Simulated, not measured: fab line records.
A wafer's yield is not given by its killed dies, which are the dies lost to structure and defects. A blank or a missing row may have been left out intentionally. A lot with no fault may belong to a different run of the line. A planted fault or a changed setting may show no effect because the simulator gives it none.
Split-lot study ; flow n5Finfet ; 7 lots, 21 wafers read, on a route of 1938 steps

THE SPLIT
At N5_BEOL_M5_COAT_05 (resist thk 30 nm), the setting spinRpm was moved away from the recipe's 1500 rpm on 10 of the 21 wafers read, by -4.7% to +8.4%. For the rest of the wafers, this setting stayed at what the recipe calls for.

Reading taken at the split's own step.

THE READING
CAR-EUV_of_BEOL_M5_COAT_05.thkNm (the simulator's own value, which no gauge read), in nm, at N5_BEOL_M5_COAT_05 (resist thk 30 nm). There is no usual value for it anywhere in the file. Across the 11 wafers here that went through the recipe, the average is 30.0 nm and the standard deviation 0.13 nm.

wafer;tool, chamber at the split;spinRpm as run, rpm;against the recipe;CAR-EUV_of_BEOL_M5_COAT_05.thkNm, nm;against lot-mates on the recipe
L084.3;lithoTrack-04, 0;1619;+7.9%;29;-1.2
L084.5;lithoTrack-04, 0;1619;+7.9%;29;-1.2
L084.4;lithoTrack-04, 0;1500;recipe;30.2;-
L090.1;lithoTrack-04, 0;1430;-4.7%;30.6;no lot-mate on the recipe
L090.2;lithoTrack-04, 0;1430;-4.7%;30.6;no lot-mate on the recipe
L090.5;lithoTrack-04, 0;1430;-4.7%;30.6;no lot-mate on the recipe
L087.1;lithoTrack-03, 0;1626;+8.4%;28.8;-1.2
L087.5;lithoTrack-03, 0;1626;+8.4%;28.8;-1.2
L087.6;lithoTrack-03, 0;1500;recipe;30;-
L088.1;lithoTrack-05, 0;1500;recipe;30;-
L088.4;lithoTrack-05, 0;1500;recipe;30;-
L088.5;lithoTrack-05, 0;1500;recipe;30;-
L096.3;lithoTrack-05, 0;1500;recipe;30;-
L096.6;lithoTrack-05, 0;1500;recipe;30;-
L096.5;lithoTrack-05, 0;1500;recipe;29.8;-
L093.2;lithoTrack-05, 0;1553;+3.5%;29.4;-0.4
L093.4;lithoTrack-05, 0;1553;+3.5%;29.4;-0.4
L093.5;lithoTrack-05, 0;1500;recipe;29.8;-
L095.1;lithoTrack-04, 0;1444;-3.7%;30.8;+0.6
L095.2;lithoTrack-04, 0;1500;recipe;30.2;-
L095.5;lithoTrack-04, 0;1500;recipe;30.2;-

FIT RESULTS
A straight line over all 21 wafers: CAR-EUV_of_BEOL_M5_COAT_05.thkNm changes by -0.14 nm for each +1% of spinRpm; r = -0.98; the points scatter about the line by 0.13 nm.
The same after taking each lot's own level away (the mean of its wafers on the recipe; 18 wafers): -0.146 nm for each +1%; r = -0.99; scatter 0.06 nm.
Per that fit: largest spinRpm move, reading shift of 1.2 nm.
From 29.80 to 30.20 nm: that is the span of the lots' own levels, equal to 3.0 times the standard deviation above.
The two slopes agree, so the slope changes little with the lot-to-lot level.
Check: for one of the wafers moved furthest among these (+8.4%), held out of the fit, the line's prediction against its lot-mates is -1.22 nm. Against them it came out at -1.2 nm.

OTHER SPLITS APPLIED TO THESE WAFERS
Before the reading, these wafers also passed through other splits. Each is held against what the fit with the lots' levels taken away leaves over:
other split on the same wafers;wafers away from the commonest value;r with CAR-EUV_of_BEOL_M5_COAT_05.thkNm (lot level and that fit taken away)
N5_BEOL_M2_EXPOSE_08 doseMj;5;-0.18
N5_BEOL_M4_EXPOSE_25 doseMj;9;-0.11
N5_BEOL_M4_ALD_98 aldCycles;6;+0.26

FILE'S OWN FIT
CAR-EUV_of_BEOL_M5_COAT_05.thkNm changes by -0.145 nm for each +1% of spinRpm, r = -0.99.
